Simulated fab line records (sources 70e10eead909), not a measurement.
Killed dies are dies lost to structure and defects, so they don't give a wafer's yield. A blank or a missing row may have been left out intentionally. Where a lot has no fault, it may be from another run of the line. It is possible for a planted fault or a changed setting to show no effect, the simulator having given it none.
A lot that was struck, set against a sound lot    flow nandHarc    17 steps out of a route of 1159
Sound: these wafers, L745.1, L745.5, L745.6. Wafers struck: L751.2, L751.3, L751.6. At the end, the cause is stated.
For every step that has rows: the tool of each side, followed by ch and its chambers, followed by its first start. Under that, the readings that differ: sound wafers    struck wafers    difference of the means    sigmas: that difference in standard deviations of wafers without a fault.
alike: words and numbers the same on both sides, and readings whose means are apart by under 2 such deviations; not compared: readings that were withheld, readings missing a value for some wafer, numbers with overlapping values and no deviation given by the record, and bounds like >300 which may hide the same value.
Wherever a step has rows on one side only, a row that says differs or no value, or a row with sigmas, the two part there. Numbers that don't overlap but have no deviation are shown without sigmas and don't part them. Lack of a reading on every wafer of one side parts them only where that side has two or more wafers.

NHARC_P_ZERO_WELL_CD_MEAS_11: target cd 500 nm.
  sound on cdSem-01 ch 0, day 2 01:22; struck on cdSem-01 ch 0, day 3 13:08
  alike: cdNm
then, 1 step without rows for these wafers: NHARC_P_ZERO_WELL_HARDBAKE_12 (time 65 s).
NHARC_P_ZERO_WELL_DESCUM_13: chemistry O2, time 3 s.
  sound on rieDiel-07 ch 0,1,3, day 2 01:32; struck on rieDiel-07 ch 0,3, day 3 13:19
  alike: drypumpMotorCurrentA, oesProductAu, rfVppV, showerheadPlenumPTorr, throttleValvePct
  not compared: rfHoursCounterH
NHARC_P_ZERO_WELL_ETCH_65: etches the open film in N2/H2, target depth 80 nm, overetch 24 nm, time 87.88 s.
  sound on rieDiel-07 ch 0,1,3, day 2 01:39; struck on rieDiel-07 ch 0,2, day 3 13:25
  alike: drypumpMotorCurrentA, n2FlowSccm, oesProductAu, rfVppV, showerheadPlenumPTorr, throttleValvePct
  not compared: rfHoursCounterH
NHARC_P_ZERO_WELL_ETCH_62: etches the open film in CHF3/Ar, target depth 13 nm, time 6.5 s.
  sound: rieDiel-07 ch 0,1,3; struck: rieDiel-07 ch 2,3
  alike: drypumpMotorCurrentA, oesProductAu, rfVppV, showerheadPlenumPTorr, throttleValvePct
  not compared: rfHoursCounterH
NHARC_P_ZERO_WELL_ETCH_63: etches the open film in HBr/Cl2, target depth 120 nm, time 40.1 s.
  sound on rieSi-02 ch 0,3, day 2 01:49; struck on rieSi-01 ch 0,1,3, day 3 13:35
  alike: drypumpMotorCurrentA, oesProductAu, throttleValvePct
  not compared: rfHoursCounterH
then, 6 steps without rows for these wafers: NHARC_P_ZERO_WELL_STRIP_15 (strips in SPM, time 900 s); NHARC_P_ZERO_WELL_DEHYDRATE_16 (time 120 s); NHARC_P_ZERO_WELL_HMDS_17 (time 30 s); NHARC_P_ZERO_WELL_COAT_18; NHARC_P_ZERO_WELL_SOFTBAKE_19 (time 95 s); NHARC_P_ZERO_WELL_EBR_20.
NHARC_P_ZERO_WELL_EXPOSE_21: exposes mask P NWELL, target cd 720 nm.
  sound on krfScanner-02 ch 0, day 2 02:29; struck on krfScanner-03 ch 0, day 3 14:22
reading  sound                          struck                         difference  sigmas
mask     P_NWELL#0 P_NWELL#0 P_NWELL#0  P_PWELL#0 P_PWELL#0 P_PWELL#0  differs     
then, 2 steps without rows for these wafers: NHARC_P_ZERO_WELL_PEB_22 (peb time 85 s); NHARC_P_ZERO_WELL_DEVELOP_23 (time 70 s).
NHARC_P_ZERO_WELL_CD_MEAS_24: target cd 720 nm.
  sound on cdSem-03 ch 0, day 2 02:38; struck on cdSem-03 ch 0, day 3 14:32
reading    sound              struck  difference                     sigmas
cdNm (nm)  721.1 719.0 722.7  - - -   no value on the struck wafers  
then, 1 step without rows for these wafers: NHARC_P_ZERO_WELL_HARDBAKE_25 (time 80 s).

WHERE THEY PART
First at NHARC_P_ZERO_WELL_EXPOSE_21; last, within this record, at NHARC_P_ZERO_WELL_CD_MEAS_24.

WHY: what had been put in by the simulator
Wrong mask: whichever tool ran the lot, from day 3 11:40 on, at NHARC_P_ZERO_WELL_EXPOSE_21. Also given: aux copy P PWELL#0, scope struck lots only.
